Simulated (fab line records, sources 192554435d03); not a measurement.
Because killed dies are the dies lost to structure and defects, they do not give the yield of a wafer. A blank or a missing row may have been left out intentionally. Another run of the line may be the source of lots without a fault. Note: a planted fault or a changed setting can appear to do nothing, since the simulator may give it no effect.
Lot-split experiment ; flow n5 finfet ; 21 wafers read across 7 lots, on a route 1938 steps long

ABOUT THE SPLIT
At N5_BEOL_M12_COAT_58 (time 60 s, resist thk 89 nm), the setting spin rpm was moved away from the recipe's 1500 rpm on 4 of the 21 wafers read, by -6.7% to +8.7%. All remaining wafers had this setting at the recipe value.

FROM THE SPLIT TO THE READING: what the file shows between them, 4 steps
- N5_BEOL_M12_PEB_08: peb time 90 s (also split here: peb time s)
- N5_BEOL_M12_DEVELOP_09: develop time 45 s
- N5_BEOL_M12_HARDBAKE_14: time 120 s
- N5_BEOL_M12_DESCUM_15: chemistry O2, time 7.9 s

THE READING
etch.depth nm (the simulator's own value, which no gauge read), in nm, at N5_BEOL_M12_ETCH_59 (etches BARC in N2/H2, target depth 89 nm, overetch 26.7 nm, time 67.9 s). The file gives no usual value for it. The 17 wafers here that ran the recipe average 88.90 nm, standard deviation 0.26 nm.

wafer;tool, chamber at the split;spin rpm as run, rpm;against the recipe;etch.depth nm, nm;against lot-mates on the recipe
L075.1;litho track-04, 0;1500;recipe;89;-
L075.2;litho track-04, 0;1500;recipe;88.94;-
L075.5;litho track-04, 0;1500;recipe;89.08;-
L081.1;litho track-02, 0;1500;recipe;89.02;-
L081.2;litho track-02, 0;1500;recipe;89.11;-
L081.5;litho track-02, 0;1500;recipe;89.3;-
L084.1;litho track-02, 0;1500;recipe;88.54;-
L084.3;litho track-02, 0;1500;recipe;88.71;-
L084.6;litho track-02, 0;1500;recipe;88.73;-
L089.3;litho track-02, 0;1500;recipe;88.8;-
L089.5;litho track-02, 0;1500;recipe;88.91;-
L089.6;litho track-02, 0;1500;recipe;89.08;-
L092.3;litho track-04, 0;1630;+8.7%;85.14;-3.72
L092.4;litho track-04, 0;1500;recipe;88.86;-
L092.5;litho track-04, 0;1630;+8.7%;85.25;-3.61
L094.1;litho track-04, 0;1500;recipe;88.44;-
L094.3;litho track-04, 0;1400;-6.7%;91.84;+3.43
L094.6;litho track-04, 0;1500;recipe;88.39;-
L096.1;litho track-01, 0;1500;recipe;89.14;-
L096.3;litho track-01, 0;1500;recipe;89.18;-
L096.6;litho track-01, 0;1598;+6.5%;86.42;-2.74

THE FIT
A straight line over all 21 wafers: etch.depth nm changes by -0.422 nm for each +1% of spin rpm; r = -0.99; the points scatter about the line by 0.25 nm.
The same after taking each lot's own level away (the mean of its wafers on the recipe; 21 wafers): -0.443 nm for each +1%; r = -1.00; scatter 0.14 nm.
According to that fit, moving spin rpm by its largest amount changes the reading by 3.8 nm.
The lots' own levels span 88.415 to 89.160 nm, that is 2.9 times the standard deviation above.
So the lot-to-lot level changes the slope little: the two slopes agree.
Check: for one of the wafers moved furthest among these (+8.7%), held out of the fit, the line's prediction against its lot-mates is -3.82 nm. It came out at -3.72 nm against them.

OTHER SPLITS ON THESE WAFERS
Before the reading, these wafers also passed through other splits. Each is held against what the fit with the lots' levels taken away leaves over:
other split on the same wafers;wafers away from the commonest value;r with etch.depth nm (lot level and that fit taken away)
N5_BEOL_M12_PEB_08 peb time s;10;+0.08

THE WHOLE CHAIN: every reading that the file lists as answering this split, in the file's order
step;what it does;reading;change (the file's fit);r (the file's)
N5_BEOL_M12_COAT_58;time 60 s, resist thk 89 nm;BARC_of_BEOL_M12_COAT_58.thk nm (the simulator's own value, which no gauge read);-0.445 nm for each +1% of the setting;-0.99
N5_BEOL_M12_ETCH_59;etches BARC in N2/H2, target depth 89 nm, overetch 26.7 nm, time 67.9 s;etch.depth nm (the simulator's own value, which no gauge read);-0.447 nm for each +1% of the setting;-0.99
N5_BEOL_M12_STRIP_64;strips in N2/H2;strip time to endpoint s;withheld for each +1% of the setting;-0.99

FILE'S OWN FIT
etch.depth nm changes by -0.447 nm for each +1% of spin rpm, r = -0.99.
